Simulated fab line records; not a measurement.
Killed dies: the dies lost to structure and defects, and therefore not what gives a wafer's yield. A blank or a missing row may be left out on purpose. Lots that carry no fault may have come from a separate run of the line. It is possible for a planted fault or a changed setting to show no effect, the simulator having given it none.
Code-filled problem report in 8D (eight disciplines) form | flow n5 finfet | the parts of the form that need people (team, actions taken, sign-off) are left out

== 1. THE ISSUE ==
rf fwd power W at N5_DUMMY_GATE_ETCH_37 reads a mean of 1034 W on 6 wafers of 2 lots; wafers without a fault read 832 W with a standard deviation of 3.6. Measured from the usual mean, that is +56 standard deviations.
The step: etches SOC in N2/H2, target depth 60 nm, overetch 30 nm.
Earliest sighting: wafer L740.2 on rie diel-04 at day 7 22:53. At this step, 12 wafers from 4 lots have a number in the record. Rule for "out" (also "out of limits"): further than 4 standard deviations from the usual mean. The rest of the wafers with a number are treated as sound.

== 2. WHAT IT IS AND WHAT IT IS NOT ==
question                    | is                       | is not
which readings at this step | rf fwd power W, rf vpp V | drypump motor current A, oes product au, showerhead plenum p Torr, throttle valve pct
which lots                  | L740, L742               | L720, L739
which wafers of those lots  | all that have a number   | -
read on which tools         | rie diel-04              | rie diel-02
when                        | from day 7 22:53         | up to then (6 sound wafers)

== 3. THE SUSPECTS, EACH WITH WHAT RULES IT OUT ==
Counting: a tool stays on the suspect list if, at a process step up to the reading, it processed all lots that are out and no sound lot following the first of them.
- rie diel-04 at N5_DUMMY_GATE_ETCH_37 (etches SOC in N2/H2, target depth 60 nm, overetch 30 nm): kept. Every lot that is out went through it, starting with L740 (day 7 22:53), and after that it ran no sound lot; the last sound lot it ran before then is L720 (day 2 23:26). Its own rf fwd power W, rf vpp V readings are out on those wafers.
Remaining after the count: rie diel-04 at N5_DUMMY_GATE_ETCH_37.

== 4. THE CAUSE (what the simulator had put in) ==
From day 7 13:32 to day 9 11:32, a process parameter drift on rie diel-04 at N5_DUMMY_GATE_ETCH_37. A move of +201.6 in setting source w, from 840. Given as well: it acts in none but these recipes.
Only this tool survived the counting.

== 5. THE CHAIN OF EFFECTS, in route order ==
Rows list readings where the struck wafers' mean (over those with a number) sits beyond 3 standard deviations from the usual. Readings are gone through only where the record gives a usual standard deviation; hours: the median, over the lots, of the time from a lot's start at the first step in this table giving one to that lot's start at this step; sigmas: the change measured in usual standard deviations.
hours | step                  | reading        | usual   | on struck wafers | change | sigmas
0     | N5_DUMMY_GATE_ETCH_37 | rf fwd power W | 832 W   | 1034             | +202   | +56
0     | N5_DUMMY_GATE_ETCH_37 | rf vpp V       | 523.2 V | 488.5            | -34.7  | -14
Its process steps:
- N5_DUMMY_GATE_ETCH_37: etches SOC in N2/H2, target depth 60 nm, overetch 30 nm.
At these later measuring or inspecting steps, every struck wafer for which the step has a row has a number for every such reading, and none has moved that far: N5_BEOL_M4_RC_MEAS_101.

== 6. HOW IT WOULD HAVE BEEN CAUGHT EARLIER ==
In this record the first reading out of limits was taken at day 7 22:53, 9 hours after the fault began at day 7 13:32.
